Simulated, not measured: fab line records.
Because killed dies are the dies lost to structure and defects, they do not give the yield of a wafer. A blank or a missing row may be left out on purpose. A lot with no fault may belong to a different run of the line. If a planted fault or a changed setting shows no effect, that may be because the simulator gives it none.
Which of the tools did it?    flow nand harc    6 lots, 17 wafers sampled, at 2 steps of a route of 1302

## WHAT THE GAUGES SHOWED, per wafer
NHARC_A_M1_CD_MEAS_09: the cd target is 120 nm.
lot   measured      on         cd nm (nm)
L830  day 25 00:34  cd sem-02  119.7 118.8 118.9
L832  day 26 17:58  cd sem-02  120.2 120.8 121.6
L839  day 28 14:30  cd sem-03  123.5 120.0
L844  day 30 16:11  cd sem-01  119.3 120.5 120.6
L848  day 31 17:59  cd sem-02  120.2 121.5 119.6
L846  day 31 21:57  cd sem-02  119.7 121.8 120.0

## EACH LOT AND THE TOOL THAT RAN IT (in order: tool; ch and the chambers of the sampled wafers; start)
lot   NHARC_A_M1_PEB_07
L830  litho track-04 ch 0, day 25 00:29
L832  litho track-06 ch 0, day 26 17:53
L839  litho track-04 ch 0, day 28 14:25
L844  litho track-01 ch 0, day 30 16:07
L848  litho track-06 ch 0, day 31 17:55
L846  litho track-01 ch 0, day 31 21:52
- NHARC_A_M1_PEB_07: peb time 65 s.

## THE ANSWER, worked out from the rows above alone
Rule: usual is defined by the lots themselves. The widest of any qualifying gaps counts: lots, ordered by their means at a reading, are off when they make up no more than a third of the lots, leave a main group of 4 or more, and stand apart from it by 3 or more times the standard deviation of that group's means. A main group whose means are all the same, to the digits that the tables above print for the reading, isn't used. A lot without any number at a reading at which 4 lots or more have one is off too. Where the step has rows for the other lots, those lots are counted as sound.
Nothing can be told from this: no lot is off at any reading shown.

## WHAT THE SIMULATOR PUT IN
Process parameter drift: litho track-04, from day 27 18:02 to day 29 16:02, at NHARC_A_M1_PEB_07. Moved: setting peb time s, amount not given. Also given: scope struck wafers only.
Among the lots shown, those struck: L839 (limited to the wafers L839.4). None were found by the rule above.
